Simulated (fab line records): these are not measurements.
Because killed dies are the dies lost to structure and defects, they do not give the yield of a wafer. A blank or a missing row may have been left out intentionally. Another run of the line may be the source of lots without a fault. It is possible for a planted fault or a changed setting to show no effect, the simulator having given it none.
Chamber matching :: flow nandHarc :: NHARC_A_CHANNEL_HOLE_D1_ETCH_44 on rieDiel-06 has 4 sister chambers
The step etches the open film in CF4/O2, target depth 140 nm, overetch 14 nm, time 77 s. 4 wafers are shown with their chamber, then 7 later ones without.

## EACH WAFER AND ITS CHAMBER
wafer: L814.6
chamber: 3
showerheadPlenumPTorr (Torr): 1.38

wafer: L817.6
chamber: 1
showerheadPlenumPTorr (Torr): 1.26

wafer: L819.3
chamber: 0
showerheadPlenumPTorr (Torr): 1.26

wafer: L819.5
chamber: 2
showerheadPlenumPTorr (Torr): 1.42

## WAFERS WITH NO CHAMBER GIVEN
wafer: L819.6
showerheadPlenumPTorr (Torr): 1.38

wafer: L832.1
showerheadPlenumPTorr (Torr): 1.25

wafer: L832.3
showerheadPlenumPTorr (Torr): 1.38

wafer: L832.5
showerheadPlenumPTorr (Torr): 1.26

wafer: L831.2
showerheadPlenumPTorr (Torr): 1.25

wafer: L831.5
showerheadPlenumPTorr (Torr): 1.25

wafer: L831.6
showerheadPlenumPTorr (Torr): 1.42

## CHAMBER TAKEN BY EACH
wafer: L819.6
from the rows above: 3
in truth: 3

wafer: L832.1
from the rows above: can't be placed: 0 or 1
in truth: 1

wafer: L832.3
from the rows above: 3
in truth: 3

wafer: L832.5
from the rows above: can't be placed: 0 or 1
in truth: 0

wafer: L831.2
from the rows above: can't be placed: 0 or 1
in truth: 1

wafer: L831.5
from the rows above: can't be placed: 0 or 1
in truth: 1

wafer: L831.6
from the rows above: 2
in truth: 2
3 of 7 placed correctly. Unplaceable from these rows: 4, with the true chamber sitting among the candidates in 4. 0 placed wrongly.
How it was worked out, from the rows above alone: a wafer's distance from a chamber is the root of the sum, over the readings, of the square of ((its reading less the chamber's mean) divided by the reading's scatter). If the next closest chamber is less than 2 further off than the closest, the wafer can't be placed; otherwise it belongs to the closest. A chamber's mean is the mean of its shown wafers. The scatter: with one shown wafer a chamber, the root of the mean of the squares of how far each hidden wafer lies from its nearest shown one.
